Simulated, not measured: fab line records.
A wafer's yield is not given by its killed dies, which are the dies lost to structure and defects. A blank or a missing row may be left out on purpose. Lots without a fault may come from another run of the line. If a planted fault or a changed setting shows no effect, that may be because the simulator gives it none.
Split-lot trial	flow n5_finfet	on a route of 1938 steps: 7 lots, 21 wafers read

== THE SPLIT ITSELF ==
At N5_BEOL_M7_COAT_71 (time 60 s, resist thk 5 nm), the setting spin_rpm was moved away from the recipe's 1500 rpm on 11 of the 21 wafers read, by -9.3% to +9.3%. For the rest of the wafers, this setting stayed at what the recipe calls for.

== FROM THE SPLIT TO THE READING: what the file shows between them, 3 steps ==
- N5_BEOL_M7_COAT_22: resist thk 30 nm
- N5_BEOL_M7_EBR_24
- N5_BEOL_M7_DESCUM_33: chemistry O2, time 7 s

== THE READING ==
etch.depth_nm (the simulator's own value, which no gauge read), in nm, at N5_BEOL_M7_ETCH_72 (etches underlayer in N2/H2, target depth 6.5 nm, time 5.2 s). There is no usual value for it anywhere in the file. Across the 10 wafers here that went through the recipe, the average is 5.006 nm and the standard deviation 0.014 nm.

wafer	tool, chamber at the split	spin_rpm as run, rpm	against the recipe	etch.depth_nm, nm	against lot-mates on the recipe
L075.1	litho_track-04, 0	1550	+3.3%	4.949	-0.073
L075.3	litho_track-04, 0	1550	+3.3%	4.931	-0.091
L075.6	litho_track-04, 0	1500	recipe	5.022	-
L077.3	litho_track-04, 0	1360	-9.3%	5.26	+0.246
L077.4	litho_track-04, 0	1500	recipe	5.014	-
L077.6	litho_track-04, 0	1360	-9.3%	5.267	+0.253
L082.4	litho_track-04, 0	1500	recipe	4.987	-
L082.5	litho_track-04, 0	1500	recipe	5	-
L082.6	litho_track-04, 0	1448	-3.5%	5.078	+0.085
L089.2	litho_track-05, 0	1500	recipe	5.027	-
L089.4	litho_track-05, 0	1500	recipe	5.015	-
L089.6	litho_track-05, 0	1500	recipe	5.014	-
L092.2	litho_track-03, 0	1639	+9.3%	4.803	no lot-mate on the recipe
L092.3	litho_track-03, 0	1639	+9.3%	4.808	no lot-mate on the recipe
L092.4	litho_track-03, 0	1639	+9.3%	4.783	no lot-mate on the recipe
L096.2	litho_track-03, 0	1382	-7.9%	5.206	+0.217
L096.5	litho_track-03, 0	1500	recipe	4.986	-
L096.6	litho_track-03, 0	1500	recipe	4.993	-
L097.2	litho_track-03, 0	1591	+6.1%	4.878	-0.128
L097.3	litho_track-03, 0	1500	recipe	5.006	-
L097.6	litho_track-03, 0	1591	+6.1%	4.857	-0.149

FIT RESULTS
A straight line over all 21 wafers: etch.depth_nm changes by -0.0244 nm for each +1% of spin_rpm; r = -0.99; the points scatter about the line by 0.016 nm.
The same after taking each lot's own level away (the mean of its wafers on the recipe; 18 wafers): -0.0257 nm for each +1%; r = -1.00; scatter 0.0093 nm.
That fit puts the effect of the largest move of spin_rpm on the reading at 0.24 nm.
Measured against the standard deviation above, the lots' own levels, which go from 4.9895 to 5.0220 nm, span 2.4 times it.
The two slopes are in agreement: the lot-to-lot level therefore moves the slope only a little.
Check: for one of the wafers moved furthest among these (-9.3%), held out of the fit, the line's prediction against its lot-mates is +0.243 nm. It came out at +0.246 nm against them.

== ADDITIONAL SPLITS CARRIED BY THESE WAFERS ==
These wafers also went through other splits before the reading. Each is held against what the fit with the lots' levels taken away leaves over:
other split on the same wafers	wafers away from the commonest value	r with etch.depth_nm (lot level and that fit taken away)
N5_BEOL_M4_COAT_73 spin_rpm	6	+0.09
N5_BEOL_M5_TRENCH_ETCH_37 bias_w	9	+0.44
N5_BEOL_M5_ETCH_41 source_w	4	-0.26
N5_BEOL_M6_TRENCH_ETCH_37 source_w	9	+0.52
N5_BEOL_M7_ETCH_61 source_w	6	-0.24

== FILE'S OWN FIT ==
etch.depth_nm changes by -0.026 nm for each +1% of spin_rpm, r = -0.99.
